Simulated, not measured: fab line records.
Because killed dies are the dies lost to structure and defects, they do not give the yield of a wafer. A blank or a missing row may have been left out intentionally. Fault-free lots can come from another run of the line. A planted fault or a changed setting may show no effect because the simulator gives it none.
Comparing a struck lot with a sound one	flow nand-harc	21 steps out of a route of 1302
Sound: the wafers L113.3, L113.5, L113.6. Struck: wafers L130.1, L130.4. (L130.5 of the same lot was not struck and is left out.) The cause comes at the end.
Per side, at each step with rows, come the tool, then ch with its chambers, and then its first start. Under that, the readings that differ: sound wafers	struck wafers	difference of the means	sigmas: that difference in standard deviations of wafers without a fault.
alike: same words and numbers on both sides, and readings whose means sit less than 2 such deviations apart. not compared: any withheld reading, any reading some wafer has no value for, any bound like >300 that may hide the same value, and any number with overlapping values for which the record gives no deviation.
A row with sigmas, a row that says differs or no value, or rows on one side alone: a step with any of these is where the two part. Numbers that don't overlap but have no deviation are shown without sigmas and don't part them. Lack of a reading on every wafer of one side parts them only where that side has two or more wafers.

first, 5 steps without rows for these wafers: NHARC_P_STI_SOFTBAKE_04 (time 70 s); NHARC_P_STI_EBR_05; NHARC_P_STI_EXPOSE_06 (exposes mask P STI, target cd 200 nm); NHARC_P_STI_PEB_07 (peb time 80 s); NHARC_P_STI_DEVELOP_08 (time 50 s).
NHARC_P_STI_CD_MEAS_09 targets a cd of 200 nm.
  sound on cd-sem-01 ch 0, day 3 14:26; struck on cd-sem-02 ch 0, day 10 20:11
  alike: cd-nm
NHARC_P_STI_OVL_MEAS_10:
  sound on overlay-01, day 3 14:31; struck on overlay-01, day 10 20:16
  alike: overlay-x-nm, overlay-y-nm
NHARC_P_STI_INSPECT_11:
  sound on defect-inspect-02, day 3 14:33; struck on defect-inspect-01, day 10 20:18
  alike: raw-defect-count
then, 1 step without rows for these wafers: NHARC_P_STI_HARDBAKE_13 (time 65 s).
NHARC_P_STI_DESCUM_14: chemistry O2, time 3 s.
  sound on rie-diel-09 ch 0,1,3, day 3 14:42; struck on rie-diel-11 ch 1,2, day 10 20:27
  alike: drypump-motor-current-A, oes-product-au, rf-vpp-V, showerhead-plenum-p-Torr, throttle-valve-pct
  not compared: rf-hours-counter-h
NHARC_P_STI_ETCH_42: etches the open film in N2/H2, target depth 80 nm, overetch 24 nm, time 61 s.
  sound on rie-diel-09 ch 0,1,2, day 3 14:47; struck on rie-diel-11 ch 0,2, day 10 20:31
  alike: drypump-motor-current-A, oes-product-au, rf-vpp-V, showerhead-plenum-p-Torr, throttle-valve-pct
  not compared: rf-hours-counter-h
NHARC_P_STI_ETCH_31: etches the open film in CF4/CHF3, target depth 108.9 nm, time 54.5 s.
  sound: rie-diel-09 ch 0,2,3; struck: rie-diel-11 ch 1,2
reading	sound	struck	difference	sigmas
drypump-motor-current-A (A)	5.5 5.3 4.9	6.7 5.9	+1.1	+2
  alike: cf4-flow-sccm, oes-product-au, rf-vpp-V, showerhead-plenum-p-Torr, throttle-valve-pct
  not compared: rf-hours-counter-h
NHARC_P_STI_ETCH_15: etches the open film in HBr/Cl2, target depth 300 nm, time 100.1 s.
  sound on rie-si-05 ch 1,2,3, day 3 14:59; struck on rie-si-05 ch 0, day 10 20:44
reading	sound	struck	difference	sigmas
oes-product-au (a.u.)	1.007 1.000 0.991	0.902 0.906	-0.095	-10
model.P_STI.feature-depth-nm (nm)	302.8 300.9 296.7	253.6 255.3	-45.7	
  alike: drypump-motor-current-A, hbr-flow-sccm, throttle-valve-pct
  not compared: rf-hours-counter-h
NHARC_P_STI_CD_MEAS_16:
  sound on cd-sem-01, day 3 15:08; struck on cd-sem-01, day 10 20:54
  alike: cd-nm
NHARC_P_STI_OCD_MEAS_17:
  sound on ocd-02, day 3 15:13; struck on ocd-02, day 10 20:59
reading	sound	struck	difference	sigmas
trench-depth-nm (nm)	303 301 297	253 255	-46	-11
trench-foot-cd-nm (nm)	155.8 156.4 155.4	162.6 167.3	+9.1	+4
then, 3 steps without rows for these wafers: NHARC_P_STI_STRIP_19 (strips in SPM, time 900 s); NHARC_P_STI_PRECLEAN_32 (cleans in SC1); NHARC_P_STI_SRD_23.
NHARC_P_STI_OCD_MEAS_43:
  sound on ocd-01, day 3 15:43; struck on ocd-01, day 10 21:29
reading	sound	struck	difference	sigmas
trench-depth-nm (nm)	303 301 297	253 255	-46	-12
trench-foot-cd-nm (nm)	155.1 155.9 155.7	162.7 167.8	+9.7	+4
then, 1 step without rows for these wafers: NHARC_P_STI_OXIDE_33 (material SiO2, target thk 10 nm, ox time 281 s).
-- record jumps: 21 days between struck wafers' starts before vs after; left off in module P_STI, resumes in module END, first step shown is number 1302 of the route --
NHARC_END_SORT_01:
  here the record holds rows for the struck wafers (prober-01 ch 0, day 32 02:02) but none for the sound ones

WHERE THEY PART
Earliest at NHARC_P_STI_ETCH_31; latest, in this record, at NHARC_END_SORT_01.

WHY: what the simulator had put in
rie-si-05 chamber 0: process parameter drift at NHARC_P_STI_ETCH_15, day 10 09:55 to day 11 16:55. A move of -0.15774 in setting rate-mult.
